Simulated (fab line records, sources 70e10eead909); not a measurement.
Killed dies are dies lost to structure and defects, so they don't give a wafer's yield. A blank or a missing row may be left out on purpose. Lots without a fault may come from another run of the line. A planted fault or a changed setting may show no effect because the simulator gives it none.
A struck lot beside a sound one | flow nand_harc | 14 steps out of a route of 1302
Sound: wafers L436.1, L436.3, L436.5. Struck: wafer L451.5. (L451.1 of the same lot was not struck and is left out.) The cause comes at the end.
At each step with rows: each side's tool, then ch and its chambers, then its first start. Under that, the readings that differ: sound wafers | struck wafers | difference of the means | sigmas: that difference in standard deviations of wafers without a fault.
alike: readings whose means differ by less than 2 such deviations, and words and numbers that are the same on both sides. not compared: withheld readings, readings that some wafer has no value for, bounds like >300 that may hide the same value, and numbers for which the record gives no deviation and whose values overlap.
The two part at a step that has a row with sigmas, a row that says differs or no value, or rows on one side only. Numbers that don't overlap but have no deviation are shown without sigmas and don't part them. A reading that every wafer of one side lacks parts them only if that side has two wafers or more.

first, 1 step without rows for these wafers: NHARC_A_ONON_D1_DEP_12 (target thk 1000 nm).
NHARC_A_ONON_D1_THK_MEAS_14: measures by ellipsometry.
  sound on film_metro-01, day 7 22:16; struck on film_metro-02, day 14 09:31
  alike: thk_nm
then, 2 steps without rows for these wafers: NHARC_A_ONON_D1_ANNEAL_15 (time 3600 s); NHARC_A_ONON_D1_DEP_16 (target thk 1000 nm).
NHARC_A_ONON_D1_THK_MEAS_18: measures by ellipsometry.
  sound on film_metro-02, day 8 05:59; struck on film_metro-02, day 14 17:20
  alike: thk_nm
then, 1 step without rows for these wafers: NHARC_A_ONON_D1_DEP_19 (target thk 1000 nm).
NHARC_A_ONON_D1_THK_MEAS_21: measures by ellipsometry.
  sound on film_metro-02, day 8 06:34; struck on film_metro-01, day 14 17:54
  alike: thk_nm
then, 1 step without rows for these wafers: NHARC_A_ONON_D1_DEP_22 (target thk 1000 nm).
NHARC_A_ONON_D1_THK_MEAS_24: measures by ellipsometry.
  sound on film_metro-02, day 8 07:08; struck on film_metro-02, day 14 18:28
  reading     | sound       | struck | difference | sigmas
  thk_nm (nm) | 985 984 986 | 1007   | +22        | +2
then, 1 step without rows for these wafers: NHARC_A_ONON_D1_DEP_25 (target thk 1000 nm).
NHARC_A_ONON_D1_THK_MEAS_27: measures by ellipsometry.
  sound on film_metro-01, day 8 07:41; struck on film_metro-01, day 14 19:02
  alike: thk_nm
NHARC_A_ONON_D1_DEP_28: target thk 1000 nm.
  sound on pecvd_onon-01 ch 0, day 8 07:44; struck on pecvd_onon-01 ch 0, day 14 19:05
NHARC_A_ONON_D1_THK_MEAS_30: measures by ellipsometry.
  sound on film_metro-02, day 8 08:15; struck on film_metro-02, day 14 19:36
  reading     | sound          | struck | difference | sigmas
  thk_nm (nm) | 1000 1002 1001 | 1338   | +337       | +40
NHARC_A_ONON_D1_DEP_33: deposits SiO2, target thk 200 nm.
  sound on pecvd-02 ch 1,2, day 8 08:22; struck on pecvd-01 ch 0, day 14 19:42
  reading                | sound          | struck | difference | sigmas
  throttle_valve_pct (%) | 15.7 16.7 16.4 | 15.2   | -1.1       | -3
  alike: heater_power_w

WHERE THEY PART
First at NHARC_A_ONON_D1_THK_MEAS_24; last, within this record, at NHARC_A_ONON_D1_DEP_33.

WHY: what the simulator had put in
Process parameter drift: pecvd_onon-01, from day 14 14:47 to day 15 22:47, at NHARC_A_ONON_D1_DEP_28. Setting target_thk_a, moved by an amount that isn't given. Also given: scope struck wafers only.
